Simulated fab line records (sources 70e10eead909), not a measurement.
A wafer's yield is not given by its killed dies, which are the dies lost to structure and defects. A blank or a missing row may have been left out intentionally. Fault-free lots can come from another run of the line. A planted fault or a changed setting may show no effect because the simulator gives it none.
Which of the tools did it? | flow nand harc | Sampling: 24 lots, 72 wafers, 2 of 1302 route steps

== WHAT EACH GAUGE READ, for each wafer ==
NHARC_A_ONON_D1_THK_MEAS_05: measures by ellipsometry. Usual: thk nm reads 1003 nm (standard deviation 12).
lot  | measured     | on            | thk nm (nm)    | flag
L074 | day 7 22:25  | film metro-01 | 1014 1017 1017 |
L075 | day 7 22:25  | film metro-02 | 1006 1005 1005 |
L076 | day 8 12:28  | film metro-01 | 994 991 992    |
L077 | day 9 00:10  | film metro-02 | 1012 1011 1012 |
L078 | day 9 12:06  | film metro-02 | 995 995 996    |
L079 | day 9 20:04  | film metro-01 | 1009 1009 1010 |
L080 | day 10 11:58 | film metro-01 | 1019 1016 1018 |
L081 | day 10 18:44 | film metro-01 | 1018 1015 1018 |
L082 | day 11 06:25 | film metro-01 | 1025 1026 1027 |
L083 | day 12 04:31 | film metro-01 | 1005 1005 1006 |
L084 | day 12 04:30 | film metro-02 | 989 989 986    |
L085 | day 12 13:32 | film metro-01 | 989 990 989    |
L086 | day 12 23:08 | film metro-02 | 1006 1006 1008 |
L087 | day 13 06:39 | film metro-01 | 1003 1001 1001 |
L088 | day 13 20:33 | film metro-01 | 1001 1001 1001 |
L089 | day 14 07:27 | film metro-01 | 996 996 997    |
L090 | day 14 17:37 | film metro-02 | 993 991 991    |
L091 | day 14 21:11 | film metro-01 | 1016 1015 1014 |
L092 | day 15 14:16 | film metro-02 | 997 995 996    |
L093 | day 15 22:10 | film metro-02 | 992 991 991    |
L094 | day 16 04:53 | film metro-02 | 983 983 982    |
L095 | day 16 14:31 | film metro-01 | 1026 1026 1028 |
L096 | day 17 00:07 | film metro-01 | 1009 1010 1010 |
L097 | day 17 09:36 | film metro-01 | 988 988 991    |

== WHICH TOOL RAN EACH LOT (tool, then ch and the chambers of the sampled wafers, then the start) ==
lot  | NHARC_P_BONDPAD_PVD_17
L074 | pvd sputter-03, day 7 22:25 or earlier
L075 | pvd sputter-01, day 7 22:25 or earlier
L076 | pvd sputter-02, day 8 12:28 or earlier
L077 | pvd sputter-03, day 9 00:10 or earlier
L078 | pvd sputter-01, day 9 12:06 or earlier
L079 | pvd sputter-03, day 9 20:04 or earlier
L080 | pvd sputter-03, day 10 11:58 or earlier
L081 | pvd sputter-03, day 10 18:44 or earlier
L082 | pvd sputter-01, day 11 06:25 or earlier
L083 | pvd sputter-01, day 12 04:31 or earlier
L084 | pvd sputter-03, day 12 04:30 or earlier
L085 | pvd sputter-03, day 12 13:32 or earlier
L086 | pvd sputter-02, day 12 23:08 or earlier
L087 | pvd sputter-01, day 13 06:39 or earlier
L088 | pvd sputter-01, day 13 20:33 or earlier
L089 | pvd sputter-03, day 14 07:27 or earlier
L090 | pvd sputter-01, day 14 17:37 or earlier
L091 | pvd sputter-03, day 14 21:11 or earlier
L092 | pvd sputter-03, day 15 14:16 or earlier
L093 | pvd sputter-02, day 15 22:10 or earlier
L094 | pvd sputter-01, day 16 04:53 or earlier
L095 | pvd sputter-01, day 16 14:31 or earlier
L096 | pvd sputter-01, day 17 00:07 or earlier
L097 | pvd sputter-03, day 17 09:36 or earlier
- NHARC_P_BONDPAD_PVD_17: deposits TaN, target thk 5 nm, time 8.06 s.

== AS READ BY THE TOOLS THEMSELVES (means over the sampled wafers that have a number; for cases with no such wafer, the mark the record gives instead) ==
NHARC_P_BONDPAD_PVD_17. Usual: throttle valve pct reads 29.7 % (standard deviation 1.2).
lot  | tool           | throttle valve pct (%) | flag
L074 | pvd sputter-03 | 30.8                   |
L075 | pvd sputter-01 | 29.6                   |
L076 | pvd sputter-02 | 30.3                   |
L077 | pvd sputter-03 | 30.8                   |
L078 | pvd sputter-01 | 29.6                   |
L079 | pvd sputter-03 | 29.6                   |
L080 | pvd sputter-03 | 29.3                   |
L081 | pvd sputter-03 | 30.6                   |
L082 | pvd sputter-01 | 28.4                   |
L083 | pvd sputter-01 | 28.4                   |
L084 | pvd sputter-03 | 29.6                   |
L085 | pvd sputter-03 | 30.5                   |
L086 | pvd sputter-02 | 29.6                   |
L087 | pvd sputter-01 | 29.4                   |
L088 | pvd sputter-01 | 28.6                   |
L089 | pvd sputter-03 | 29.8                   |
L090 | pvd sputter-01 | 29.5                   |
L091 | pvd sputter-03 | 30.1                   |
L092 | pvd sputter-03 | 30.7                   |
L093 | pvd sputter-02 | 30.1                   |
L094 | pvd sputter-01 | 28.8                   |
L095 | pvd sputter-01 | 28.7                   |
L096 | pvd sputter-01 | 29.4                   |
L097 | pvd sputter-03 | 30.5                   |

== THE ANSWER, worked out from the rows above alone ==
Rule: a lot counts as off when the mean over its wafers that have a number is more than 3 standard deviations away from the usual mean. A lot without any number at a reading at which 4 lots or more have one is off too. The other lots that the step has rows for count as sound. First the gauges in route order, then the tools' own readings, where a lot's mean is used as printed above. The first step at which some lot is off is used, and at that step the reading that is off furthest; a lot without a number counts as furthest.
None of the lots is off at any reading shown; this tells nothing.

== WHAT THE SIMULATOR HAD PUT IN ==
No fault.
